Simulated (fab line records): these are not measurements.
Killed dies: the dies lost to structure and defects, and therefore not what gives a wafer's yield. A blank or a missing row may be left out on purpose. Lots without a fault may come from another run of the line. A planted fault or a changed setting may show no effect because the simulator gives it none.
fab line records -- flow n5_finfet -- part 2 of 2: steps 21 to 28 of 28
[record] lots = 5, wafers = 15, last_day = 15
route steps=1938 shown BEOL_M15@1792
lots that met no fault: from a run of the same line without faults
start_h: hours from the record's opening day to when the first of the lot's shown wafers began -- wait_h: how many hours have passed since the lot's step before this one -- " same as the row above -- L1.1+2: a single row standing in for several wafers -- - value missing, or start not given -- * or withheld: withheld -- < > ~ a bound
route shown NAME@n: NAME is a module with steps in the file, n the number in the route of the first one -- usual: mean/standard deviation of fault-free wafers -- same: alike in all rows -- chamber/n: place in a boat -- sites: readings site by site -- _std_site: how widely they spread, as a standard deviation -- _edge_site: mean of outer sites minus mean of inner sites -- radius_mm: for every site, how far away it sits from the centre of the wafer -- mask NAME#n: copy n -- behind: the tool/chamber that last shaped the wafer -- hold: why the lot went on hold/how many hours it stayed there/how the hold came to an end -- device: names the non-switching transistor (n, p or np) -- end of line: tests of these same wafers at the route's end -- a step with no rows: only its recipe -- killed: at the first sort, the dies lost to defects and structure; wafer yield is something else -- map: dies across one wafer; x = killed, . = not, _ = none there
set.NAME: the setting the step ran with; set.NAME@STEP: the setting that earlier step ran with -- model.NAME: the simulator's own value behind a step, which no gauge read
a table for each step, a row for each wafer; lots at some steps of the route
services: when a tool's chamber went out of use (start_h, in hours from the record's first day, below 0 if earlier), for how many hours, and the reason
[[steps]]
[step N5_BEOL_M15_STRIP_37]
[recipe] chemistry = O2, power_w = 600, temp_c = 60, pressure_mtorr = 30, rf_frequency_hz = 6e+07, bias_power_w = 0, overash_fraction = 0.3, o2_flow_sccm = 225
[usual] chamber_pressure_mTorr = 30.00/0.038, drypump_motor_current_A = 5.8/0.37, o2_flow_sccm = 225.0/0.77, oes_product_au = 0.79/0.1, rf_vpp_V = 3.6/0.62, showerhead_plenum_p_Torr = 2.12/0.084, throttle_valve_pct = 16.67/0.26
[same] bias_power_w = 0
lot.wafer,tool,chamber,start_h,wait_h,chamber_pressure_mTorr,drypump_motor_current_A,o2_flow_sccm,oes_product_au,rf_hours_counter_h,rf_vpp_V,showerhead_plenum_p_Torr,throttle_valve_pct
L080.1,rie_diel-01,1,-,-,29.97,6.3,224.9,0.75,186,2.7,2.19,16.42
L080.2,rie_diel-01,0,-,-,30.05,5.5,224.9,0.78,104,2.4,2.21,16.78
L080.6,rie_diel-01,0,-,-,30.06,5.5,224.7,0.77,-,4.4,2.21,16.81
L081.2,rie_diel-01,2,-,-,30.04,6.4,224.3,0.70,211,4.5,1.98,16.56
L081.3,rie_diel-01,0,-,-,30.04,5.5,224.4,0.77,110,4.1,2.21,16.81
L081.4,rie_diel-01,1,-,-,30.02,6.3,225.5,0.75,191,4.7,2.19,16.46
L084.2,rie_diel-05,1,-,-,29.97,6.1,225.6,0.98,4,3.6,2.23,15.99
L084.5,rie_diel-05,1,-,-,30.01,6.1,224.9,0.97,-,3.9,2.23,16.00
L084.6,rie_diel-05,2,-,-,30.02,5.6,225.4,0.92,-,3.5,2.15,16.59
L085.2,rie_diel-05,1,-,-,30.01,6.1,224.2,0.96,8,3.5,2.22,16.02
L085.3,rie_diel-05,0,-,-,29.97,5.5,224.4,0.71,189,3.6,2.00,16.98
L085.5,rie_diel-05,2,-,-,30.02,5.6,225.8,0.90,-,3.9,2.15,16.60
L088.2,rie_diel-05,2,-,-,30.02,5.6,225.7,0.91,37,3.7,2.15,16.58
L088.5,rie_diel-05,3,-,-,30.00,5.7,224.3,0.67,-,3.4,2.15,16.93
L088.6,rie_diel-05,0,-,-,29.98,5.5,224.3,0.71,-,4.0,1.99,16.99
[step N5_BEOL_M15_ETCH_38]
[recipe] chemistry = CF4/N2, target = SiCN, target_depth_a = 1064, taper_deg = 2, time_s = 120.5, ion_energy_ev = 150, mask_material = SiO2, pressure_mtorr = 40, source_w = 430, bias_w = 70, Ar_flow_sccm = 100, cf4_flow_sccm = 60, n2_flow_sccm = 60
[usual] bias_w = 70.01/0.21, chamber_pressure_mTorr = 40.00/0.037, drypump_motor_current_A = 5.8/0.37, mfc_ar_sccm = 100.0/0.3, oes_product_au = 0.78/0.097, rf_vpp_V = 382.8/2.3, showerhead_plenum_p_Torr = 2.23/0.084, throttle_valve_pct = 15.45/0.26
lot.wafer,tool,chamber,start_h,wait_h,bias_w,chamber_pressure_mTorr,drypump_motor_current_A,mfc_ar_sccm,oes_product_au,rf_hours_counter_h,rf_vpp_V,showerhead_plenum_p_Torr,throttle_valve_pct
L080.1,rie_diel-01,1,-,-,70.20,40.02,6.3,100.2,0.76,186,383.3,2.28,15.14
L080.2,rie_diel-01,0,-,-,69.97,39.94,5.5,99.8,0.78,104,384.1,2.32,15.58
L080.6,rie_diel-01,0,-,-,70.07,39.99,5.5,99.5,0.79,-,385.0,2.32,15.56
L081.2,rie_diel-01,2,-,-,70.23,40.06,6.3,99.9,0.69,211,380.0,2.10,15.43
L081.3,rie_diel-01,0,-,-,69.81,40.06,5.5,99.6,0.78,110,385.0,2.32,15.58
L081.4,rie_diel-01,1,-,-,70.04,40.02,6.3,100.0,0.75,191,383.9,2.28,15.16
L084.2,rie_diel-05,1,-,-,70.45,40.04,6.1,99.8,0.97,4,384.7,2.36,14.87
L084.5,rie_diel-05,1,-,-,70.29,40.06,6.1,99.5,0.98,-,387.0,2.36,14.87
L084.6,rie_diel-05,2,-,-,70.04,40.02,5.6,100.2,0.89,-,383.3,2.24,15.20
L085.2,rie_diel-05,1,-,-,69.95,39.96,6.1,99.8,0.94,8,385.9,2.35,14.88
L085.3,rie_diel-05,0,-,-,69.88,40.08,5.5,100.2,0.71,189,380.2,2.10,15.74
L085.5,rie_diel-05,2,-,-,69.95,39.98,5.6,100.1,0.89,-,382.4,2.24,15.22
L088.2,rie_diel-05,2,-,-,69.71,39.99,5.6,100.3,0.88,37,382.4,2.23,15.21
L088.5,rie_diel-05,3,-,-,70.04,40.05,5.8,100.1,0.68,-,382.7,2.28,15.78
L088.6,rie_diel-05,0,-,-,69.92,39.94,5.5,99.6,0.71,-,379.6,2.10,15.74
[step N5_BEOL_M15_PRECLEAN_39]
[recipe] chemistry = residue_remover, time_s = 60, temp_c = 40
lot.wafer,tool,chamber,start_h,wait_h
L080.1+2+6,wet_bench-01,"2,6,5",293.01,-
L081.2+3+4,wet_bench-01,"4,0,1",307.30,-
L084.2+5+6,wet_bench-05,"2,3,7",323.98,-
L085.2+3+5,wet_bench-01,"1,5,0",336.94,-
L088.2+5+6,wet_bench-01,"7,1,2",346.14,-
[step N5_BEOL_M15_SRD_40]
[recipe] time_s = 30, temp_c = 23, rinse_liquid = diw, dry = n2_spin, spin_rpm = 1500, dry_time_s = 30
lot.wafer,tool,chamber,start_h,wait_h
L080.1+2+6,wet_bench-01,"2,6,5",293.05,0.0
L081.2+3+4,wet_bench-01,"4,0,1",307.32,0.0
L084.2+5+6,wet_bench-05,"2,3,7",324.00,0.0
L085.2+3+5,wet_bench-01,"1,5,0",336.95,0.0
L088.2+5+6,wet_bench-01,"7,1,2",346.16,0.0
[step N5_BEOL_M15_DEGAS_41]
[recipe] ambient = vacuum, temp_c = 300, time_s = 60
[usual] heater_power_w = 463/33
lot.wafer,tool,chamber,start_h,wait_h,heater_power_w
L080.1,pvd_sputter-02,-,293.78,0.7,479
L080.2,pvd_sputter-02,-,293.78,0.7,426
L080.6,pvd_sputter-02,-,293.78,0.7,469
L081.2,pvd_sputter-03,-,307.88,0.5,456
L081.3,pvd_sputter-03,-,307.88,0.5,499
L081.4,pvd_sputter-03,-,307.88,0.5,438
L084.2,pvd_sputter-01,-,324.89,0.9,401
L084.5,pvd_sputter-01,-,324.89,0.9,391
L084.6,pvd_sputter-01,-,324.89,0.9,463
L085.2,pvd_sputter-03,-,337.00,0.0,453
L085.3,pvd_sputter-03,-,337.00,0.0,449
L085.5,pvd_sputter-03,-,337.00,0.0,497
L088.2,pvd_sputter-02,-,346.27,0.1,490
L088.5,pvd_sputter-02,-,346.27,0.1,488
L088.6,pvd_sputter-02,-,346.27,0.1,422
[step N5_BEOL_M15_PRE_CLEAN_42]
[recipe] gas = H2/He, time_s = 30, temp_c = 300
[usual] heater_power_w = 464/33
lot.wafer,tool,chamber,start_h,wait_h,heater_power_w
L080.1,pvd_sputter-02,-,293.82,0.0,472
L080.2,pvd_sputter-02,-,293.82,0.0,431
L080.6,pvd_sputter-02,-,293.82,0.0,479
L081.2,pvd_sputter-03,-,307.92,0.0,457
L081.3,pvd_sputter-03,-,307.92,0.0,491
L081.4,pvd_sputter-03,-,307.92,0.0,452
L084.2,pvd_sputter-01,-,324.93,0.0,408
L084.5,pvd_sputter-01,-,324.93,0.0,403
L084.6,pvd_sputter-01,-,324.93,0.0,482
L085.2,pvd_sputter-03,-,337.04,0.0,463
L085.3,pvd_sputter-03,-,337.04,0.0,449
L085.5,pvd_sputter-03,-,337.04,0.0,498
L088.2,pvd_sputter-02,-,346.31,0.0,480
L088.5,pvd_sputter-02,-,346.31,0.0,480
L088.6,pvd_sputter-02,-,346.31,0.0,423
[step N5_BEOL_M15_SPUTTER_43]
[recipe] material = TaN, target_thk_a = 150, temp_c = 50, bias_v = 168.6, power_w = 15000, chamber_pressure_pa = 0.12, time_s = 24.19
[usual] throttle_valve_pct = 30.0/1.1
lot.wafer,tool,chamber,start_h,wait_h,throttle_valve_pct
L080.1,pvd_sputter-02,-,293.86,0.0,30.0
L080.2,pvd_sputter-02,-,293.86,0.0,30.5
L080.6,pvd_sputter-02,-,293.86,0.0,29.4
L081.2,pvd_sputter-03,-,307.96,0.0,29.2
L081.3,pvd_sputter-03,-,307.96,0.0,28.5
L081.4,pvd_sputter-03,-,307.96,0.0,29.1
L084.2,pvd_sputter-01,-,324.97,0.0,30.0
L084.5,pvd_sputter-01,-,324.97,0.0,30.0
L084.6,pvd_sputter-01,-,324.97,0.0,30.3
L085.2,pvd_sputter-03,-,337.08,0.0,29.1
L085.3,pvd_sputter-03,-,337.08,0.0,29.1
L085.5,pvd_sputter-03,-,337.08,0.0,30.9
L088.2,pvd_sputter-02,-,346.35,0.0,29.3
L088.5,pvd_sputter-02,-,346.35,0.0,30.0
L088.6,pvd_sputter-02,-,346.35,0.0,30.5
[step N5_BEOL_M15_SPUTTER_44]
[recipe] material = Ta, target_thk_a = 150, temp_c = 50, bias_v = 80, power_w = 15000, chamber_pressure_pa = 0.07, time_s = 24.19
[usual] throttle_valve_pct = 30.0/1.1
lot.wafer,tool,chamber,start_h,wait_h,throttle_valve_pct
L080.1,pvd_sputter-02,-,293.94,0.0,29.9
L080.2,pvd_sputter-02,-,293.94,0.0,30.5
L080.6,pvd_sputter-02,-,293.94,0.0,29.1
L081.2,pvd_sputter-03,-,308.04,0.0,29.3
L081.3,pvd_sputter-03,-,308.04,0.0,28.8
L081.4,pvd_sputter-03,-,308.04,0.0,29.1
L084.2,pvd_sputter-01,-,325.05,0.0,30.2
L084.5,pvd_sputter-01,-,325.05,0.0,29.9
L084.6,pvd_sputter-01,-,325.05,0.0,30.3
L085.2,pvd_sputter-03,-,337.16,0.0,29.0
L085.3,pvd_sputter-03,-,337.16,0.0,28.7
L085.5,pvd_sputter-03,-,337.16,0.0,31.0
L088.2,pvd_sputter-02,-,346.43,0.0,29.0
L088.5,pvd_sputter-02,-,346.43,0.0,30.1
L088.6,pvd_sputter-02,-,346.43,0.0,30.3
[[services]]
tool,chamber,start_h,hours,kind
krf_scanner-02,-,263.90,0.3,repair
krf_scanner-02,-,267.31,1.0,pm
rie_diel-06,0,271.64,2.8,repair
rie_diel-05,1,280.56,-,clean
rie_diel-05,1,280.56,-,consumable_replace:focus_ring
rie_diel-05,1,280.56,-,consumable_replace:showerhead
rie_diel-05,1,280.56,29.9,scheduled_down
rie_diel-05,1,280.56,29.9,vent_cycle
krf_scanner-01,-,289.42,0.8,pm
rie_diel-05,2,296.80,2.9,repair
krf_scanner-02,0,303.50,-,calibration
krf_scanner-01,-,307.48,0.3,repair
krf_scanner-02,-,313.89,0.8,pm
krf_scanner-02,-,315.03,3.6,pm
rie_diel-06,3,316.56,4.0,repair
krf_scanner-01,0,318.84,-,calibration
krf_scanner-02,-,324.92,1.3,pm
rie_diel-06,-,325.45,14.6,pm
rie_diel-01,-,336.07,0.2,repair
krf_scanner-01,-,336.94,3.6,pm
pvd_sputter-01,-,339.12,1.2,repair
